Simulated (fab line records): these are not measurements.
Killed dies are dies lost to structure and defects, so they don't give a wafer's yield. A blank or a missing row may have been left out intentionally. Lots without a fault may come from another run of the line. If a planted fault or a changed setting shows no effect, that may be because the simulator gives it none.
Chamber matching    flow n5Finfet    N5_MOL_CONTACT_COAG_ETCH_59 on rieDiel-01: 4 sister chambers
The step etches underlayer in N2/H2, target depth 13 nm, time 10.4 s. 8 wafers are shown with their chamber, then 10 later ones without.

== WAFERS WITH THEIR CHAMBER ==
wafer   chamber  drypumpMotorCurrentA (A)  showerheadPlenumPTorr (Torr)
L077.3  3        5.2                       2.40
L080.2  3        5.1                       2.39
L082.6  0        6.2                       2.54
L089.2  2        6.2                       2.58
L089.4  1        6.0                       2.66
L089.6  2        6.2                       2.58
L090.1  1        5.9                       2.65
L090.5  0        6.2                       2.53

== WAFERS MISSING THEIR CHAMBER ==
wafer   drypumpMotorCurrentA (A)  showerheadPlenumPTorr (Torr)
L090.6  5.9                       2.66
L093.3  6.2                       2.53
L093.4  6.2                       2.58
L093.5  6.2                       2.53
L094.4  6.2                       2.53
L094.5  6.2                       2.53
L094.6  5.1                       2.70
L097.1  6.2                       2.58
L097.4  5.9                       2.65
L097.5  5.9                       2.65

== CHAMBER TAKEN BY EACH ==
wafer    from the rows above   in truth
L090.6   1                     1
L093.3   0                     0
L093.4   2                     2
L093.5   0                     0
L094.4   0                     0
L094.5   0                     0
L094.6   1                     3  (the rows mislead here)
L097.1   2                     2
L097.4   1                     1
L097.5   1                     1
9 of 10 placed correctly. From these rows, 0 cannot be placed. Placed wrongly: 1.
How it was worked out, from the rows above alone: a wafer's distance from a chamber is the root of the sum, over the readings, of the square of ((its reading less the chamber's mean) divided by the reading's scatter). The wafer belongs to the nearest chamber; if the next one is less than 2 further off, it can't be placed. For every chamber, the mean is computed from those of its wafers that are shown. The scatter is the square root of a quotient: the sum, over the shown wafers, of each reading's squared deviation from its chamber's mean, divided by wafers minus chambers.
